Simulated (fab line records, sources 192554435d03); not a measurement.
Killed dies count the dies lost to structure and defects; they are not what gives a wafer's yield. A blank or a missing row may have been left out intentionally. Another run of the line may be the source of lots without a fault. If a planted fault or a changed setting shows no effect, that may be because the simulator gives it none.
Which of the tools did it?    flow n5Finfet    23 lots with 69 wafers sampled at 2 steps, on a route of 1938 steps

WHAT THE GAUGES READ, wafer by wafer
N5_MOL_CONTACT_COAG_INSPECT_57: inspects for defects (brightfield). Usual: rawDefectCount 225, standard deviation 73.
lot   measured      on                rawDefectCount  flag
L074  day 5 02:18   defectInspect-01  147 184 147     
L075  day 5 09:07   defectInspect-01  262 435 320     
L076  day 5 18:21   defectInspect-01  255 271 376     
L077  day 6 01:12   defectInspect-02  232 225 206     
L078  day 6 02:17   defectInspect-01  290 398 206     
L079  day 6 08:47   defectInspect-02  251 176 171     
L081  day 6 20:52   defectInspect-01  191 319 228     
L082  day 7 04:24   defectInspect-02  188 232 175     
L083  day 7 11:56   defectInspect-01  161 152 196     
L084  day 7 16:52   defectInspect-01  195 189 199     
L085  day 7 20:58   defectInspect-01  111 171 167     
L086  day 7 23:50   defectInspect-02  246 235 168     
L087  day 8 07:49   defectInspect-02  156 195 244     
L088  day 8 18:42   defectInspect-01  192 145 153     
L089  day 8 22:17   defectInspect-01  286 191 199     
L090  day 9 03:05   defectInspect-01  141 163 139     
L091  day 9 11:04   defectInspect-02  204 152 223     
L092  day 9 15:26   defectInspect-01  156 207 180     
L093  day 9 19:04   defectInspect-01  338 276 266     
L094  day 10 03:08  defectInspect-01  227 225 171     
L095  day 10 12:23  defectInspect-01  260 184 189     
L097  day 10 19:46  defectInspect-01  322 310 293     
L096  day 10 23:59  defectInspect-02  159 143 144     

WHAT TOOL EACH LOT RAN ON (gives the tool, then ch and the chambers of the sampled wafers, and finally the start)
lot   N5_MOL_CONTACT_COAG_ALD_27
L074  aldSin-01 ch 0,2,3, day 4 23:20
L075  aldSin-02 ch 1,3, day 5 06:10
L076  aldSin-02 ch 0,2,3, day 5 15:30
L077  aldSin-02 ch 0,2,3, day 5 21:59
L078  aldSin-04 ch 0,1, day 5 23:27
L079  aldSin-02 ch 0,2, day 6 05:58
L081  aldSin-02 ch 0,2,3, day 6 17:26
L082  aldSin-02 ch 0,3, day 7 01:01
L083  aldSin-04 ch 0,1,2, day 7 08:56
L084  aldSin-04 ch 1,2, day 7 12:59
L085  aldSin-02 ch 1,3, day 7 17:59
L086  aldSin-04 ch 1,2,3, day 7 21:00
L087  aldSin-02 ch 0,1,3, day 8 04:13
L088  aldSin-02 ch 0,1,2, day 8 15:13
L089  aldSin-02 ch 0,1,3, day 8 19:27
L090  aldSin-04 ch 0,2, day 9 00:16
L091  aldSin-01 ch 0,3, day 9 08:14
L092  aldSin-02 ch 0,2,3, day 9 12:22
L093  aldSin-01 ch 2,3, day 9 16:06
L094  aldSin-01 ch 1,2, day 10 00:17
L095  aldSin-01 ch 1,2,3, day 10 09:27
L097  aldSin-02 ch 0,2, day 10 16:49
L096  aldSin-02 ch 0,2, day 10 20:16
- N5_MOL_CONTACT_COAG_ALD_27: deposits SiOC, target thk 17 nm, pulse time 1.5 s, time 2720 s.

AS READ BY THE TOOLS THEMSELVES (means over the sampled wafers that have a number; for cases with no such wafer, the mark the record gives instead)
N5_MOL_CONTACT_COAG_ALD_27. Usual: heaterPowerW 836 W, standard deviation 68; precursorPulseHeightRel 0.998, standard deviation 0.02.
lot   tool       heaterPowerW (W)  precursorPulseHeightRel  flag
L074  aldSin-01  785               1.011                    
L075  aldSin-02  839               0.985                    
L076  aldSin-02  874               0.998                    
L077  aldSin-02  888               0.993                    
L078  aldSin-04  771               1.002                    
L079  aldSin-02  898               1.003                    
L081  aldSin-02  870               0.998                    
L082  aldSin-02  899               0.993                    
L083  aldSin-04  755               1.008                    
L084  aldSin-04  794               0.983                    
L085  aldSin-02  859               1.008                    
L086  aldSin-04  818               1.000                    
L087  aldSin-02  868               0.992                    
L088  aldSin-02  859               0.981                    
L089  aldSin-02  876               0.993                    
L090  aldSin-04  719               0.995                    
L091  aldSin-01  710               1.008                    
L092  aldSin-02  873               0.996                    
L093  aldSin-01  768               0.988                    
L094  aldSin-01  921               1.003                    
L095  aldSin-01  838               0.991                    
L097  aldSin-02  875               0.994                    
L096  aldSin-02  875               0.987                    

THE ANSWER, worked out from the rows above alone
Rule: lot off if the mean of its wafers having a number is beyond 3 standard deviations from the usual mean. A lot without any number at a reading at which 4 lots or more have one is off too. The other lots that the step has rows for count as sound. Order of review: gauges by route order, followed by the tools' own readings, for which a lot's mean as printed above is used. At the first step where some lot is off, the reading lying furthest off is the one used; lots without a number count as furthest.
No lot is off at any reading shown: from this, nothing can be told.

WHAT HAD BEEN PUT IN BY THE SIMULATOR
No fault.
